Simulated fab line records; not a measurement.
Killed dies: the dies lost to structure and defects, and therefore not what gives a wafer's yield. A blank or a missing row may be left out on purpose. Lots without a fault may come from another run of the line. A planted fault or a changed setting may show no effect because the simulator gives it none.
Matching of chambers || flow n5_finfet || N5_BEOL_M0_SAQP_MANDREL_ETCH_20 on rie_si-06: 4 sister chambers
The step etches a-Si in HBr/Cl2, stops on SiNx, target depth 60 nm, bt time 10 s, time 30 s. 4 wafers are shown with their chamber, then 9 later ones without.

## EACH WAFER AND ITS CHAMBER
{"wafer": "L082.5", "chamber": 0, "throttle_valve_pct (%)": 35.4}
{"wafer": "L090.1", "chamber": 1, "throttle_valve_pct (%)": 35.1}
{"wafer": "L090.2", "chamber": 2, "throttle_valve_pct (%)": 35.5}
{"wafer": "L090.3", "chamber": 3, "throttle_valve_pct (%)": 35.6}

## WAFERS WITHOUT THEIR CHAMBER
{"wafer": "L091.1", "throttle_valve_pct (%)": 35.5}
{"wafer": "L091.5", "throttle_valve_pct (%)": 35.4}
{"wafer": "L091.6", "throttle_valve_pct (%)": 35.1}
{"wafer": "L094.1", "throttle_valve_pct (%)": 35.5}
{"wafer": "L094.2", "throttle_valve_pct (%)": 35.4}
{"wafer": "L094.4", "throttle_valve_pct (%)": 35.1}
{"wafer": "L097.3", "throttle_valve_pct (%)": 35.5}
{"wafer": "L097.5", "throttle_valve_pct (%)": 35.0}
{"wafer": "L097.6", "throttle_valve_pct (%)": 35.4}

## CHAMBER TAKEN BY EACH
{"wafer": "L091.1", "from the rows above": 2, "in truth": 2}
{"wafer": "L091.5", "from the rows above": 0, "in truth": 0}
{"wafer": "L091.6", "from the rows above": 1, "in truth": 1}
{"wafer": "L094.1", "from the rows above": 2, "in truth": 2}
{"wafer": "L094.2", "from the rows above": 0, "in truth": 0}
{"wafer": "L094.4", "from the rows above": 1, "in truth": 1}
{"wafer": "L097.3", "from the rows above": 2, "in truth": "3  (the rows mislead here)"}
{"wafer": "L097.5", "from the rows above": 1, "in truth": 1}
{"wafer": "L097.6", "from the rows above": 0, "in truth": 0}
Correctly placed: 8 of 9. Can't be placed from these rows: 0. Placed wrongly: 1.
How it was worked out, from the rows above alone: a wafer's distance from a chamber is the root of the sum, over the readings, of the square of ((its reading less the chamber's mean) divided by the reading's scatter). The wafer belongs to the nearest chamber; if the next one is less than 2 further off, it can't be placed. A chamber's mean is the mean of its shown wafers. The scatter: root of mean squared gap, hidden wafer to nearest shown wafer, with one shown wafer a chamber.
